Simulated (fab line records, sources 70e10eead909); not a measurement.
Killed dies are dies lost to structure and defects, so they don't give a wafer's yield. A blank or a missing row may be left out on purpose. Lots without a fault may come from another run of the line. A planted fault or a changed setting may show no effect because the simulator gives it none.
Chamber matching | flow nand_harc | NHARC_A_CHANNEL_FILL_D1_STRIP_28 on rie_diel-01: 4 sister chambers
The step strips in O2, time 20 s. 4 wafers are shown with their chamber, then 9 later ones without.

WAFERS WITH THEIR CHAMBER
wafer  | chamber | showerhead_plenum_p_Torr (Torr)
L081.1 | 2       | 3.31
L081.6 | 1       | 3.45
L085.5 | 0       | 3.50
L085.6 | 3       | 3.45

WAFERS WITHOUT THEIR CHAMBER
wafer  | showerhead_plenum_p_Torr (Torr)
L088.1 | 3.45
L088.2 | 3.31
L088.4 | 3.45
L096.2 | 3.44
L096.4 | 3.45
L096.6 | 3.31
L097.1 | 3.44
L097.3 | 3.50
L097.5 | 3.45

WHICH CHAMBER EACH WENT THROUGH
wafer  | from the rows above     | in truth
L088.1 | can't be placed: 1 or 3 | 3
L088.2 | 2                       | 2
L088.4 | can't be placed: 1 or 3 | 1
L096.2 | can't be placed: 1 or 3 | 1
L096.4 | can't be placed: 1 or 3 | 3
L096.6 | 2                       | 2
L097.1 | can't be placed: 1 or 3 | 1
L097.3 | 0                       | 0
L097.5 | can't be placed: 1 or 3 | 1
Placed correctly: 3 of 9. Can't be placed from these rows: 6 (the true chamber is among the candidates in 6). Placed wrongly: 0.
How it was worked out, from the rows above alone: a wafer's distance from a chamber is the root of the sum, over the readings, of the square of ((its reading less the chamber's mean) divided by the reading's scatter). The wafer belongs to the nearest chamber; if the next one is less than 2 further off, it can't be placed. A chamber's mean is the mean of its shown wafers. The scatter: with one shown wafer a chamber, the root of the mean of the squares of how far each hidden wafer lies from its nearest shown one.
